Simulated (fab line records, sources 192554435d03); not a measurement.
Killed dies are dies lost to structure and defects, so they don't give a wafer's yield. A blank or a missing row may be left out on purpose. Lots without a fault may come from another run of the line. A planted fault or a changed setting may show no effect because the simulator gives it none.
Chamber matching | flow n5_finfet | N5_SPACER0_ALD_08 on ald_sin-01: 4 sister chambers
The step deposits SiNx, target thk 2 nm. 4 wafers are shown with their chamber, then 7 later ones without.

WAFERS WITH THEIR CHAMBER
wafer  | chamber | heater_power_w (W)
L082.1 | 3       | 920
L082.2 | 2       | 883
L082.4 | 0       | 711
L085.5 | 1       | 848

WAFERS WITHOUT THEIR CHAMBER
wafer  | heater_power_w (W)
L085.6 | 897
L086.1 | 849
L086.3 | 693
L086.4 | 909
L088.1 | 837
L088.3 | 917
L088.4 | 874

WHICH CHAMBER EACH WENT THROUGH
wafer  | from the rows above     | in truth
L085.6 | can't be placed: 2 or 3 | 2
L086.1 | 1                       | 1
L086.3 | 0                       | 0
L086.4 | can't be placed: 3 or 2 | 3
L088.1 | 1                       | 1
L088.3 | 3                       | 3
L088.4 | can't be placed: 2 or 1 | 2
Placed correctly: 4 of 7. Can't be placed from these rows: 3 (the true chamber is among the candidates in 3). Placed wrongly: 0.
How it was worked out, from the rows above alone: a wafer's distance from a chamber is the root of the sum, over the readings, of the square of ((its reading less the chamber's mean) divided by the reading's scatter). The wafer belongs to the nearest chamber; if the next one is less than 2 further off, it can't be placed. A chamber's mean is the mean of its shown wafers. The scatter: with one shown wafer a chamber, the root of the mean of the squares of how far each hidden wafer lies from its nearest shown one.
